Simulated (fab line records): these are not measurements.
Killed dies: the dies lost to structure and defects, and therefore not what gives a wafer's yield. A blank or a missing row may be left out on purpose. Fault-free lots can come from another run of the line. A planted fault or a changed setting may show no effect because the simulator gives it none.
Which of the tools did it?	flow n5-finfet	Sampling: 24 lots, 72 wafers, 6 of 1938 route steps

WHAT THE GAUGES READ, wafer by wafer
N5_BEOL_M10_THK_MEAS_53: measures by xrf.
lot	measured	on	M10_THK (nm)
L074	day 9 23:52	film-metro-02	143 141 146
L075	day 10 03:58	film-metro-01	143 141 145
L076	day 10 07:35	film-metro-02	147 141 139
L077	day 10 17:16	film-metro-01	137 143 138
L078	day 10 17:32	film-metro-01	146 141 145
L079	day 11 00:24	film-metro-02	143 140 142
L080	day 11 11:00	film-metro-02	140 140 145
L081	day 12 05:13	film-metro-01	141 139 140
L082	day 12 12:35	film-metro-02	138 143 142
L083	day 12 22:38	film-metro-02	144 146 142
L084	day 13 05:50	film-metro-02	145 144 141
L085	day 13 07:20	film-metro-02	143 145 145
L086	day 13 10:51	film-metro-02	145 143 145
L088	day 13 11:47	film-metro-01	142 145 148
L087	day 13 19:39	film-metro-02	145 141 146
L089	day 13 19:05	film-metro-01	142 142 145
L090	day 14 01:12	film-metro-01	144 145 147
L094	day 14 23:30	film-metro-02	139 145 141
L091	day 15 05:14	film-metro-02	147 142 147
L092	day 15 04:59	film-metro-02	138 149 138
L093	day 15 05:40	film-metro-02	139 141 145
L096	day 15 23:58	film-metro-02	146 142 137
L095	day 16 00:10	film-metro-01	145 140 145
L097	day 16 05:48	film-metro-01	144 143 141

WHAT TOOL EACH LOT RAN ON (gives the tool, then ch and the chambers of the sampled wafers, and finally the start)
lot	N5_BEOL_M9_STRIP_36	N5_BEOL_M10_HM_DEP_02	N5_BEOL_M10_STRIP_36	N5_BEOL_M10_STRIP_77	N5_BEOL_M10_SPUTTER_48
L074	rie-diel-06 ch 0,1,3, day 9 15:04	pvd-sputter-03, day 9 19:04	rie-diel-04 ch 0,1,3, day 9 21:33	rie-diel-04 ch 0,1,3, day 9 23:02 or earlier	pvd-sputter-03, day 9 23:02
L075	rie-diel-06 ch 1,3, day 9 18:47	pvd-sputter-03, day 9 22:52	rie-diel-04 ch 0,1, day 10 01:29	rie-diel-04 ch 0,1, day 10 03:04 or earlier	pvd-sputter-02, day 10 03:04
L076	rie-diel-06 ch 1,3, day 9 22:57	pvd-sputter-02, day 10 03:16	rie-diel-03 ch 0,1,3, day 10 05:13	rie-diel-03 ch 0,1,3, day 10 06:46 or earlier	pvd-sputter-01, day 10 06:46
L077	rie-diel-02 ch 1,2,3, day 10 05:10	pvd-sputter-01, day 10 12:11	rie-diel-04 ch 1,3, day 10 14:04	rie-diel-04 ch 1,3, day 10 16:23 or earlier	pvd-sputter-01, day 10 16:23
L078	rie-diel-02 ch 0,1,2, day 10 05:43	pvd-sputter-01, day 10 12:39	rie-diel-03 ch 1,3, day 10 15:13	rie-diel-03 ch 1,3, day 10 16:38 or earlier	pvd-sputter-03, day 10 16:38
L079	rie-diel-05 ch 2,3, day 10 13:46	pvd-sputter-01, day 10 19:25	rie-diel-04 ch 0,1, day 10 21:16	rie-diel-04 ch 0,1, day 10 23:34 or earlier	pvd-sputter-01, day 10 23:34
L080	rie-diel-02 ch 1,2,3, day 10 21:20	pvd-sputter-02, day 11 03:34	rie-diel-04 ch 0,1,3, day 11 07:01	rie-diel-04 ch 0,1,3, day 11 10:11 or earlier	pvd-sputter-03, day 11 10:11
L081	rie-diel-06 ch 0,1,3, day 11 17:08	pvd-sputter-03, day 11 22:02	rie-diel-03 ch 0,1,2, day 11 23:47	rie-diel-03 ch 0,1,2, day 12 03:44 or earlier	pvd-sputter-03, day 12 03:44
L082	rie-diel-05 ch 0,2,3, day 11 23:39	pvd-sputter-01, day 12 07:25	rie-diel-04 ch 0,1,3, day 12 09:20	rie-diel-04 ch 0,1,3, day 12 11:46 or earlier	pvd-sputter-01, day 12 11:46
L083	rie-diel-02 ch 1,2,3, day 12 10:45	pvd-sputter-01, day 12 14:45	rie-diel-03 ch 1,2,3, day 12 18:46	rie-diel-03 ch 1,2,3, day 12 20:10 or earlier	pvd-sputter-01, day 12 20:10
L084	rie-diel-05 ch 2,3, day 12 18:46	pvd-sputter-02, day 13 00:07	rie-diel-01 ch 0,2,3, day 13 01:53	rie-diel-01 ch 0,2,3, day 13 04:59 or earlier	pvd-sputter-01, day 13 04:59
L085	rie-diel-06 ch 0,2,3, day 12 18:56	pvd-sputter-02, day 13 01:13	rie-diel-03 ch 0,2, day 13 04:14	rie-diel-03 ch 0,2, day 13 06:03 or earlier	pvd-sputter-03, day 13 06:03
L086	rie-diel-05 ch 0,1,3, day 12 21:24	pvd-sputter-02, day 13 04:10	rie-diel-04 ch 0,1, day 13 05:46	rie-diel-04 ch 0,1, day 13 09:50 or earlier	pvd-sputter-02, day 13 09:50
L088	rie-diel-02 ch 2,3, day 12 23:33	pvd-sputter-01, day 13 04:24	rie-diel-04 ch 0,2, day 13 08:53	rie-diel-04 ch 0,2, day 13 10:32 or earlier	pvd-sputter-01, day 13 10:32
L087	rie-diel-05 ch 0,1,3, day 13 08:55	pvd-sputter-03, day 13 15:07	rie-diel-04 ch 0,2, day 13 17:06	rie-diel-04 ch 0,2, day 13 18:50 or earlier	pvd-sputter-02, day 13 18:50
L089	rie-diel-06 ch 0,1, day 13 09:11	pvd-sputter-01, day 13 13:55	rie-diel-04 ch 0,1,2, day 13 16:16	rie-diel-04 ch 0,1,2, day 13 17:56 or earlier	pvd-sputter-03, day 13 17:56
L090	rie-diel-02 ch 1,2,3, day 13 12:58	pvd-sputter-02, day 13 17:16	rie-diel-04 ch 1,2, day 13 20:11	rie-diel-04 ch 1,2, day 14 00:07 or earlier	pvd-sputter-01, day 14 00:07
L094	rie-diel-02 ch 0,1, day 14 13:31	pvd-sputter-03, day 14 17:01	rie-diel-03 ch 1,2,3, day 14 20:55	rie-diel-03 ch 1,2,3, day 14 22:38 or earlier	pvd-sputter-01, day 14 22:38
L091	rie-diel-05 ch 1,2,3, day 14 13:33	pvd-sputter-02, day 14 19:26	rie-diel-04 ch 1,2,3, day 15 02:06	rie-diel-04 ch 1,2,3, day 15 03:55 or earlier	pvd-sputter-02, day 15 03:55
L092	rie-diel-02 ch 1,2,3, day 14 17:05	pvd-sputter-01, day 14 21:18	rie-diel-04 ch 0,3, day 15 01:38	rie-diel-04 ch 0,3, day 15 03:28 or earlier	pvd-sputter-02, day 15 03:28
L093	rie-diel-02 ch 0,1, day 14 19:22	pvd-sputter-02, day 14 22:37	rie-diel-04 ch 0,1,2, day 15 03:14	rie-diel-04 ch 0,1,2, day 15 04:41 or earlier	pvd-sputter-02, day 15 04:41
L096	rie-diel-06 ch 1,2,3, day 15 11:40	pvd-sputter-01, day 15 16:38	rie-diel-04 ch 0,2,3, day 15 21:06	rie-diel-04 ch 0,2,3, day 15 23:08 or earlier	pvd-sputter-02, day 15 23:08
L095	rie-diel-05 ch 0,1,3, day 15 12:13	pvd-sputter-01, day 15 16:44	rie-diel-03 ch 0,2,3, day 15 21:20	rie-diel-03 ch 0,2,3, day 15 23:21 or earlier	pvd-sputter-02, day 15 23:21
L097	rie-diel-06 ch 1,2, day 15 13:46	pvd-sputter-02, day 15 20:06	rie-diel-03 ch 0,2,3, day 16 01:53	rie-diel-03 ch 0,2,3, day 16 04:53 or earlier	pvd-sputter-03, day 16 04:53
- N5_BEOL_M9_STRIP_36: strips in N2/H2.
- N5_BEOL_M10_HM_DEP_02: deposits TiN, target thk 20 nm.
- N5_BEOL_M10_STRIP_36: strips in N2/H2.
- N5_BEOL_M10_STRIP_77: strips in N2/H2, time 10 s.
- N5_BEOL_M10_SPUTTER_48: material Cu, target thk 12 nm, time 2 s.

AS READ BY THE TOOLS THEMSELVES (means over the sampled wafers that have a number; for cases with no such wafer, the mark the record gives instead)
N5_BEOL_M9_STRIP_36.
lot	tool	drypump-motor-current-A (A)	oes-product-au (a.u.)	rf-vpp-V (V)	showerhead-plenum-p-Torr (Torr)	throttle-valve-pct (%)
L074	rie-diel-06	6.1	0.77	60.0	2.58	23.5
L075	rie-diel-06	6.5	0.78	58.9	2.66	23.5
L076	rie-diel-06	6.6	0.81	58.9	2.68	23.4
L077	rie-diel-02	5.4	0.89	61.0	2.69	23.8
L078	rie-diel-02	5.3	0.88	59.1	2.68	23.7
L079	rie-diel-05	5.4	0.73	60.0	2.65	23.9
L080	rie-diel-02	5.4	0.87	58.9	2.68	23.8
L081	rie-diel-06	6.1	0.76	60.7	2.58	23.5
L082	rie-diel-05	5.6	0.71	60.2	2.56	24.0
L083	rie-diel-02	5.4	0.85	59.9	2.68	23.8
L084	rie-diel-05	5.2	0.70	58.8	2.63	24.3
L085	rie-diel-06	5.8	0.78	58.3	2.51	23.6
L086	rie-diel-05	5.8	0.74	58.6	2.53	23.8
L088	rie-diel-02	5.2	0.84	60.9	2.67	23.3
L087	rie-diel-05	5.8	0.74	60.9	2.53	23.8
L089	rie-diel-06	6.1	0.79	59.2	2.59	23.4
L090	rie-diel-02	5.4	0.84	60.2	2.68	23.8
L094	rie-diel-02	5.5	0.84	58.4	2.67	24.2
L091	rie-diel-05	5.4	0.74	59.6	2.61	24.1
L092	rie-diel-02	5.4	0.84	59.7	2.67	23.8
L093	rie-diel-02	5.3	0.77	59.9	2.64	24.0
L096	rie-diel-06	6.3	0.79	59.1	2.59	23.6
L095	rie-diel-05	5.8	0.82	59.6	2.63	23.8
L097	rie-diel-06	6.4	0.83	59.0	2.61	23.5

N5_BEOL_M10_HM_DEP_02.
lot	tool	throttle-valve-pct (%)
L074	pvd-sputter-03	29.4
L075	pvd-sputter-03	30.0
L076	pvd-sputter-02	30.8
L077	pvd-sputter-01	30.9
L078	pvd-sputter-01	31.3
L079	pvd-sputter-01	30.0
L080	pvd-sputter-02	30.1
L081	pvd-sputter-03	30.2
L082	pvd-sputter-01	31.0
L083	pvd-sputter-01	30.5
L084	pvd-sputter-02	31.3
L085	pvd-sputter-02	31.3
L086	pvd-sputter-02	29.7
L088	pvd-sputter-01	29.8
L087	pvd-sputter-03	29.2
L089	pvd-sputter-01	30.2
L090	pvd-sputter-02	30.7
L094	pvd-sputter-03	30.4
L091	pvd-sputter-02	29.5
L092	pvd-sputter-01	30.4
L093	pvd-sputter-02	30.9
L096	pvd-sputter-01	30.5
L095	pvd-sputter-01	30.1
L097	pvd-sputter-02	30.2

N5_BEOL_M10_STRIP_36.
lot	tool	drypump-motor-current-A (A)	oes-product-au (a.u.)	rf-vpp-V (V)	showerhead-plenum-p-Torr (Torr)	throttle-valve-pct (%)
L074	rie-diel-04	6.0	0.77	60.9	2.57	23.7
L075	rie-diel-04	6.0	0.76	59.9	2.54	23.8
L076	rie-diel-03	5.6	0.84	59.3	2.60	23.3
L077	rie-diel-04	6.0	0.74	56.9	2.59	23.5
L078	rie-diel-03	5.7	0.85	59.6	2.58	23.4
L079	rie-diel-04	6.1	0.76	59.8	2.54	23.8
L080	rie-diel-04	6.0	0.75	60.8	2.56	23.7
L081	rie-diel-03	5.3	0.76	59.1	2.56	23.3
L082	rie-diel-04	6.0	0.74	59.5	2.56	23.7
L083	rie-diel-03	5.5	0.79	57.2	2.54	23.4
L084	rie-diel-01	5.6	0.74	58.3	2.53	23.6
L085	rie-diel-03	5.2	0.75	59.3	2.55	23.2
L086	rie-diel-04	6.0	0.77	58.2	2.55	23.8
L088	rie-diel-04	6.1	0.84	57.8	2.49	23.3
L087	rie-diel-04	6.1	0.83	57.4	2.49	23.3
L089	rie-diel-04	6.1	0.81	59.8	2.52	23.5
L090	rie-diel-04	6.1	0.86	58.7	2.51	23.3
L094	rie-diel-03	5.5	0.76	60.6	2.54	23.4
L091	rie-diel-04	6.0	0.88	59.7	2.55	23.3
L092	rie-diel-04	6.0	0.79	59.6	2.53	23.7
L093	rie-diel-04	6.1	0.77	60.5	2.52	23.6
L096	rie-diel-04	6.0	0.83	60.0	2.51	23.4
L095	rie-diel-03	5.5	0.77	58.7	2.57	23.3
L097	rie-diel-03	5.5	0.77	60.2	2.57	23.4

N5_BEOL_M10_STRIP_77.
lot	tool	drypump-motor-current-A (A)	oes-product-au (a.u.)	rf-vpp-V (V)	showerhead-plenum-p-Torr (Torr)	throttle-valve-pct (%)
L074	rie-diel-04	6.0	0.75	59.5	2.57	23.7
L075	rie-diel-04	6.1	0.77	59.3	2.54	23.8
L076	rie-diel-03	5.5	0.83	58.0	2.60	23.3
L077	rie-diel-04	5.9	0.74	59.5	2.59	23.5
L078	rie-diel-03	5.7	0.88	59.3	2.58	23.4
L079	rie-diel-04	6.1	0.77	59.2	2.54	23.8
L080	rie-diel-04	6.0	0.75	58.9	2.56	23.7
L081	rie-diel-03	5.3	0.75	59.0	2.56	23.3
L082	rie-diel-04	6.0	0.74	59.7	2.56	23.7
L083	rie-diel-03	5.5	0.80	59.7	2.54	23.4
L084	rie-diel-01	5.6	0.74	59.1	2.53	23.5
L085	rie-diel-03	5.2	0.75	59.8	2.55	23.2
L086	rie-diel-04	6.0	0.77	59.3	2.55	23.8
L088	rie-diel-04	6.1	0.83	58.9	2.49	23.3
L087	rie-diel-04	6.0	0.83	59.5	2.49	23.3
L089	rie-diel-04	6.1	0.80	60.2	2.52	23.5
L090	rie-diel-04	6.1	0.86	59.2	2.51	23.2
L094	rie-diel-03	5.5	0.77	59.0	2.54	23.4
L091	rie-diel-04	6.0	0.87	58.5	2.55	23.3
L092	rie-diel-04	6.0	0.80	58.0	2.53	23.7
L093	rie-diel-04	6.1	0.78	59.2	2.52	23.6
L096	rie-diel-04	6.0	0.83	58.5	2.51	23.4
L095	rie-diel-03	5.4	0.77	58.2	2.57	23.4
L097	rie-diel-03	5.5	0.77	58.9	2.57	23.3

N5_BEOL_M10_SPUTTER_48.
lot	tool	throttle-valve-pct (%)
L074	pvd-sputter-03	30.5
L075	pvd-sputter-02	29.6
L076	pvd-sputter-01	30.6
L077	pvd-sputter-01	30.7
L078	pvd-sputter-03	30.9
L079	pvd-sputter-01	30.6
L080	pvd-sputter-03	30.8
L081	pvd-sputter-03	29.4
L082	pvd-sputter-01	30.0
L083	pvd-sputter-01	30.8
L084	pvd-sputter-01	29.3
L085	pvd-sputter-03	30.5
L086	pvd-sputter-02	31.0
L088	pvd-sputter-01	30.6
L087	pvd-sputter-02	29.1
L089	pvd-sputter-03	28.7
L090	pvd-sputter-01	30.6
L094	pvd-sputter-01	30.5
L091	pvd-sputter-02	29.7
L092	pvd-sputter-02	28.6
L093	pvd-sputter-02	30.4
L096	pvd-sputter-02	30.8
L095	pvd-sputter-02	30.1
L097	pvd-sputter-03	31.6

THE ANSWER, worked out from the rows above alone
Rule: the usual values come from the lots themselves. The widest of any qualifying gaps counts: lots, ordered by their means at a reading, are off when they make up no more than a third of the lots, leave a main group of 4 or more, and stand apart from it by 3 or more times the standard deviation of that group's means. The tables above print the reading to a certain number of digits; a main group whose means all agree to those digits is not used. Also off: a lot with no number at a reading for which 4 or more lots have one. The other lots that the step has rows for count as sound. After the gauges, taken in route order, come the tools' own readings; for these a lot's mean is taken, as printed above. At the first step where some lot is off, the reading lying furthest off is the one used; lots without a number count as furthest.
No lot is off on any of the readings shown, so nothing can be concluded from this.

WHAT THE SIMULATOR HAD INSERTED
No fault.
